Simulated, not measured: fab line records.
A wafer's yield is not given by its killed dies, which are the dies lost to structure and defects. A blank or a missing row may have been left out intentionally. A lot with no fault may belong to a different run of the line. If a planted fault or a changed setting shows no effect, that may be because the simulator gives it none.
8D (eight disciplines) problem report, filled in by code + flow nand-harc + the parts of the form that need people (team, actions taken, sign-off) are left out

== 1. PROBLEM STATEMENT ==
Wafers without a fault read 159.4 s, standard deviation 0.5; run-length-s at NHARC_THIN_TSV_ETCH_59 reads a mean of 145.4 s on 3 wafers belonging to 2 lots. That is -28 standard deviations from the usual mean.
The step: etches the open film in Cl2/BCl3, target depth 880 nm, time 138.1 s.
First observed at day 28 20:31: wafer L504.1, on rie-metal-02. Wafers with a number at this step in the record: 42, from 14 lots. Rule for "out", or "out of limits": more than 4 standard deviations from the usual mean. Any other wafer with a number is counted as sound.

== 2. WHAT IT IS AND WHAT IT IS NOT ==
| question                    | is                     | is not                                                                                                   |
|-----------------------------|------------------------|----------------------------------------------------------------------------------------------------------|
| which readings at this step | run-length-s           | drypump-motor-current-A, mfc-cl2-sccm, oes-product-au, throttle-valve-pct                                |
| which lots                  | L502, L504             | L493, L496, L497, L498, L499, L501, L508, L511, L512, L513, L515, L516                                   |
| which wafers of those lots  | L502.1, L502.6, L504.1 | L502.3, L504.2, L504.4                                                                                   |
| read on which tools         | rie-metal-02           | rie-metal-01, rie-metal-03                                                                               |
| when                        | from day 28 20:31      | up to then (20 sound wafers); but 19 sound wafers of L502, L508, L511, L512, L513, L515, L516 came after |

== 3. SUSPECTS, AND WHAT RULES EACH OUT ==
Counting: any tool at a process step up to the reading remains a suspect provided it ran every lot that is out. Sound lots after the first of them don't rule it out here, since some wafers of a struck lot are sound.
- rie-metal-02 at NHARC_THIN_TSV_ETCH_59 (etches the open film in Cl2/BCl3, target depth 880 nm, time 138.1 s): kept. It processed each lot that is out (first: L504, day 28 20:31); up to then, its last sound lot is L501 (day 27 16:08). Its own run-length-s readings are out on those wafers.
- The sound lot-mates ran in chamber 1 of rie-metal-02 at NHARC_THIN_TSV_ETCH_59, but the wafers that are out ran in chamber 0.
After counting, what remains is rie-metal-02 at NHARC_THIN_TSV_ETCH_59.

== 4. THE CAUSE (what the simulator had put in) ==
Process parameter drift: rie-metal-02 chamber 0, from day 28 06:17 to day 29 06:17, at NHARC_THIN_TSV_ETCH_59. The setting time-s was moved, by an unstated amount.
Counting left only this tool.

== 5. THE CHAIN OF EFFECTS, in route order ==
Each row: a reading whose mean over the struck wafers that have a number lies more than 3 standard deviations from the usual. Readings are gone through only where the record gives a usual standard deviation; hours: the median, over the lots, of the time from a lot's start at the first step in this table giving one to that lot's start at this step; sigmas: the change measured in usual standard deviations.
| hours | step                   | reading      | usual   | on struck wafers | change | sigmas |
|-------|------------------------|--------------|---------|------------------|--------|--------|
| 0     | NHARC_THIN_TSV_ETCH_59 | run-length-s | 159.4 s | 145.4            | -14.0  | -28    |
Its process steps:
- NHARC_THIN_TSV_ETCH_59: etches the open film in Cl2/BCl3, target depth 880 nm, time 138.1 s.

== 6. WHAT WOULD HAVE CAUGHT IT SOONER ==
The fault began at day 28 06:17; the first out-of-limits reading in this record came at day 28 20:31, 14 hours later.
